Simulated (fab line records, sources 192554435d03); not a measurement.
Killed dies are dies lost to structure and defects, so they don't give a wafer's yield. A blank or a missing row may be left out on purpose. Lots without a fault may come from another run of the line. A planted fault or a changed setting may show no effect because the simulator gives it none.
Problem report in the 8D (eight disciplines) form, filled by code | flow n5_finfet | the parts of the form that need people (team, actions taken, sign-off) are left out

1. THE PROBLEM
exposure_dose_mJ_cm2 at N5_BEOL_M7_EXPOSE_08 reads a mean of 68.74 on 3 wafers of 1 lot; wafers without a fault read 68.23 with a standard deviation of 0.073. That is +7.0 standard deviations from the usual mean.
The step: exposes mask M7.
First seen on wafer L468.1, day 11 20:08, on arfi_scanner-01. The record holds 33 wafers of 11 lots with a number at this step. Rule for "out", or "out of limits": more than 4 standard deviations from the usual mean. The other wafers with a number count as sound.

2. WHAT IT IS AND WHAT IT IS NOT
question                    | is                     | is not
which readings at this step | exposure_dose_mJ_cm2   | focus_offset_nm
which lots                  | L468                   | L456, L457, L458, L463, L470, L471, L476, L477, L478, L479
which wafers of those lots  | all that have a number | -
read on which tools         | arfi_scanner-01        | arfi_scanner-02, arfi_scanner-03
when                        | from day 11 20:08      | up to then (12 sound wafers); but 18 sound wafers of L470, L471, L476, L477, L478, L479 came after

3. SUSPECTS, AND WHAT RULES EACH OUT
Counting: a tool at a process step up to the reading stays a suspect if it ran every lot that is out and no sound lot after the first of them.
- pvd_sputter-02 at N5_BEOL_M6_PRE_CLEAN_45 (time 30 s): ruled out as a lasting fault. Sound lots L476, L479 ran on it after its first lot that is out, L468 (day 11 16:21).
- uv_cure-01 at N5_BEOL_M7_CURE_74 (cures SiCOH lowk, time 240 s): ruled out as a lasting fault. Sound lots L470, L478 ran on it after its first lot that is out, L468 (day 11 18:33).
- arfi_scanner-01 at N5_BEOL_M7_EXPOSE_08 (exposes mask M7): kept. It ran the lot that is out, L468 (day 11 20:08), and no sound lot after that; its last sound lot up to then is L463 (day 10 19:47). Its own readings are out on those wafers: exposure_dose_mJ_cm2.
Left after counting: arfi_scanner-01 at N5_BEOL_M7_EXPOSE_08.

4. THE CAUSE (what the simulator had put in)
Process parameter drift: arfi_scanner-01, from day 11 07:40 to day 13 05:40, at N5_BEOL_M7_EXPOSE_08. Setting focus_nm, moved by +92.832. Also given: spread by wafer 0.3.
Counting left only this tool.

5. THE CHAIN OF EFFECTS, in route order
Each row: a reading whose mean over the struck wafers that have a number lies more than 3 standard deviations from the usual. Only readings for which the record gives a usual standard deviation are gone through. hours: the time from each lot's start at the first step in this table that gives one to its start at this step, as a median over the lots. sigmas: the change in usual standard deviations.
hours | step                 | reading              | usual | on struck wafers | change | sigmas
0     | N5_BEOL_M7_EXPOSE_08 | exposure_dose_mJ_cm2 | 68.23 | 68.74            | +0.51  | +7.0
The process steps in it:
- N5_BEOL_M7_EXPOSE_08: exposes mask M7.

6. WHAT WOULD HAVE CAUGHT IT SOONER
In this record the first reading out of limits was taken at day 11 20:08, 12 hours after the fault began at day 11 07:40.
